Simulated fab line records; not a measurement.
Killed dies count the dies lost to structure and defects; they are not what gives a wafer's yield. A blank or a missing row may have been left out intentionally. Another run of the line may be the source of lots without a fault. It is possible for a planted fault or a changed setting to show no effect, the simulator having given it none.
Struck lot and sound lot, side by side + flow n5-finfet + 30 out of 1938 route steps
Sound: the wafers L301.3, L301.5, L301.6. The struck wafers were L296.1, L296.5, L296.6. The cause comes at the end.
Each step with rows lists, per side, the tool, then ch with its chambers, then its first start. Under that, the readings that differ: sound wafers + struck wafers + difference of the means + sigmas: that difference in standard deviations of wafers without a fault.
alike: same words and numbers on both sides, and readings whose means sit less than 2 such deviations apart. not compared: any withheld reading, any reading some wafer has no value for, any bound like >300 that may hide the same value, and any number with overlapping values for which the record gives no deviation.
A row with sigmas, a row that says differs or no value, or rows on one side alone: a step with any of these is where the two part. Numbers that don't overlap but have no deviation are shown without sigmas and don't part them. Lack of a reading on every wafer of one side parts them only where that side has two or more wafers.

first, 9 steps without rows for these wafers: N5_BEOL_M1_COAT_62 (time 60 s, resist thk 12 nm); N5_BEOL_M1_COAT_73 (time 60 s, resist thk 5 nm); N5_BEOL_M1_COAT_05 (resist thk 30 nm); N5_BEOL_M1_EBR_07; N5_BEOL_M1_SOFTBAKE_06 (time 60 s); N5_BEOL_M1_EXPOSE_08 (exposes mask M1); N5_BEOL_M1_PEB_09 (peb time 60 s); N5_BEOL_M1_DEVELOP_10 (develop time 30 s); N5_BEOL_M1_DESCUM_16 (chemistry O2, time 7 s).
N5_BEOL_M1_ETCH_74: etches underlayer in N2/H2, target depth 6.5 nm, time 5.2 s.
  sound on rie-diel-04 ch 0,1, day 12 02:17; struck on rie-diel-02 ch 0,1, day 9 23:58
| reading               | sound          | struck         | difference | sigmas |
|-----------------------|----------------|----------------|------------|--------|
| etch-rf-on-time-s (s) | 5.42 5.41 5.41 | 5.04 5.03 5.20 | -0.32      | -3     |
| oes-product-au (a.u.) | 0.59 0.58 0.67 | 0.78 0.78 0.75 | +0.16      | +3     |
  alike: chamber-pressure-mTorr, drypump-motor-current-A, rf-vpp-V, showerhead-plenum-p-Torr, throttle-valve-pct
  not compared: rf-hours-counter-h
then, 16 steps without rows for these wafers: N5_BEOL_M1_ETCH_63 (etches SiARC in CF4, target depth 15.6 nm, time 26 s); N5_BEOL_M1_ETCH_64 (etches SOC in N2/H2, target depth 75 nm, overetch 15 nm, time 112.5 s); N5_BEOL_M1_STRIP_65 (strips in N2/H2); N5_BEOL_M1_STRIP_75 (strips in N2/H2); N5_BEOL_M1_STRIP_66 (strips in CF4); N5_BEOL_M1_HM_OPEN_17 (chemistry Cl2/BCl3, target TiN, target depth 20 nm, overetch 6 nm); N5_BEOL_M1_STRIP_19 (strips in O2); N5_BEOL_M1_COAT_67 (time 60 s, resist thk 60 nm); N5_BEOL_M1_COAT_68 (time 60 s, resist thk 12 nm); N5_BEOL_M1_COAT_76 (time 60 s, resist thk 5 nm); N5_BEOL_M1_COAT_22 (resist thk 30 nm); N5_BEOL_M1_EBR_24; N5_BEOL_M1_SOFTBAKE_23 (time 60 s); N5_BEOL_M1_EXPOSE_25 (exposes mask V0, defocus 5 nm, target cd 24 nm); N5_BEOL_M1_PEB_26 (peb time 60 s); N5_BEOL_M1_DEVELOP_27 (develop time 30 s).
N5_BEOL_M1_INSPECT_30: inspects for defects (brightfield).
  sound: defect-inspect-02 at day 12 03:05; struck: defect-inspect-02 at day 10 00:47
| reading          | sound       | struck        | difference | sigmas |
|------------------|-------------|---------------|------------|--------|
| raw-defect-count | 392 376 377 | 981 1148 1039 | +674       | +8     |
then, 1 step without rows for these wafers: N5_BEOL_M1_DESCUM_33 (chemistry O2, time 7 s).
N5_BEOL_M4_RC_MEAS_101:
  sound on prober-01 ch 0, day 13 12:31; struck on prober-02 ch 0, day 11 09:54
  alike: DIBL_N, DIBL_P, IOFF_N, IOFF_P, ION_N, ION_P, SS_N, SS_P, VT_N, VT_P
-- record jumps: 4 days separate the struck wafers' starts on either side; left off in module BEOL_M4, taken up again in module PASSIVATION, whose first shown step is the route's number 1936 --
N5_PASSIVATION_PROBE_49:
  sound: prober-01 at day 17 23:47; struck: prober-01 at day 15 12:45
| reading                  | sound          | struck         | difference | sigmas |
|--------------------------|----------------|----------------|------------|--------|
| defect-limited-yield (%) | 92.5 88.5 91.4 | 80.8 77.6 83.7 | -10.1      | -8     |
| killed_at_M0_to_M3       | 26 48 32       | 170 194 123    | +127       | +12    |
| killed-dies              | 89 136 102     | 226 264 192    | +118       | +8     |
| sort_bin_5_function (%)  | 5.1 6.7 5.5    | 12.2 13.3 9.7  | +6.0       | +7     |
| sort_bin_6_memory (%)    | 2.4 4.5 3.1    | 4.8 5.9 4.8    | +1.8       | +3     |
| sort-n-pass              | 1091 1044 1078 | 954 916 988    | -118       | -8     |
| sort-yield-pct (%)       | 92.5 88.5 91.4 | 80.8 77.6 83.7 | -10.1      | -8     |
  alike: killed_at_M4_up, killed-at-contacts, killed-at-front-end, killed-at-other, killed-on-rim, killed-open, killed-short

## WHERE THEY PART
Earliest at N5_BEOL_M1_ETCH_74; latest, in this record, at N5_PASSIVATION_PROBE_49.

WHY: what the simulator had put in
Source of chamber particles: rie-diel-02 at N5_BEOL_M1_ETCH_74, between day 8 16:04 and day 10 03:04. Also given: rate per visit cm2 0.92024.
